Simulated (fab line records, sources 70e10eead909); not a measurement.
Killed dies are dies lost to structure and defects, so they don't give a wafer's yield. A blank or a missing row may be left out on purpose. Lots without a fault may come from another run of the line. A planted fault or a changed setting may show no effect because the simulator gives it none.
Which tool did it? | flow nand_harc | 6 lots, 18 wafers sampled, at 5 steps of a route of 1159

WHAT THE GAUGES READ, wafer by wafer
NHARC_END_SORT_01.
lot  | measured     | on        | killed_at_array
L735 | day 22 13:32 | prober-01 | 35 24 33

WHICH TOOL RAN EACH LOT (tool, then ch and the chambers of the sampled wafers, then the start)
lot  | NHARC_A_SLIT_DEP_23             | NHARC_A_WL_FILL_STRIP_27             | NHARC_A_WL_FILL_ETCHBACK_17       | NHARC_A_WL_FILL_ALD_19
L724 | pecvd-01 ch 0,2, day 14 09:02   | plasma_asher-01 ch 0,1, day 15 01:44 | rie_metal-03 ch 0,1, day 15 11:50 | ald_metal-03 ch 0,2, day 15 17:31
L734 | pecvd-02 ch 0,1,2, day 17 06:43 | plasma_asher-01 ch 0,1, day 18 00:53 | rie_metal-02 ch 0,1, day 18 10:56 | ald_metal-01 ch 1,3, day 18 16:19
L735 | pecvd-02 ch 0,1,2, day 17 07:47 | plasma_asher-02 ch 0,1, day 18 03:45 | rie_metal-01 ch 0,1, day 18 11:01 | ald_metal-04 ch 0,2,3, day 18 16:14
L740 | pecvd-02 ch 1,2, day 18 11:27   | plasma_asher-01 ch 0,1, day 19 11:25 | rie_metal-01 ch 0,1, day 19 21:45 | ald_metal-04 ch 2,3, day 20 03:31
L738 | pecvd-03 ch 0,1,2, day 18 18:18 | plasma_asher-01 ch 0,1, day 19 14:16 | rie_metal-01 ch 0,1, day 19 23:50 | ald_metal-04 ch 0,1,2, day 20 03:40
L744 | pecvd-01 ch 1,2, day 19 16:38   | plasma_asher-02 ch 0,1, day 20 19:49 | rie_metal-03 ch 0,1, day 21 05:39 | ald_metal-03 ch 0,2, day 21 11:20
- NHARC_A_SLIT_DEP_23: deposits SiON, target thk 100 nm.
- NHARC_A_WL_FILL_STRIP_27: strips in N2/H2, time 20 s.
- NHARC_A_WL_FILL_ETCHBACK_17: etches the open film in Cl2/BCl3, target depth 4 nm, time 26.7 s.
- NHARC_A_WL_FILL_ALD_19: deposits TiN, target thk 2 nm, pulse time 3 s, ald cycles 100.

THE ANSWER, worked out from the rows above alone
Rule: what is usual is taken from the lots themselves. Put in order of their means at a reading, lots are off if they are a third of the lots or fewer, leave a main group of 4 or more, and stand apart from it by a gap of 3 or more times the standard deviation of the main group's means; of several such gaps the widest counts. A main group whose means are all the same, to the digits that the tables above print for the reading, isn't used. A lot without any number at a reading at which 4 lots or more have one is off too. The other lots that the step has rows for count as sound.
No lot is off at any reading shown: from this, nothing can be told.

WHAT THE SIMULATOR HAD PUT IN
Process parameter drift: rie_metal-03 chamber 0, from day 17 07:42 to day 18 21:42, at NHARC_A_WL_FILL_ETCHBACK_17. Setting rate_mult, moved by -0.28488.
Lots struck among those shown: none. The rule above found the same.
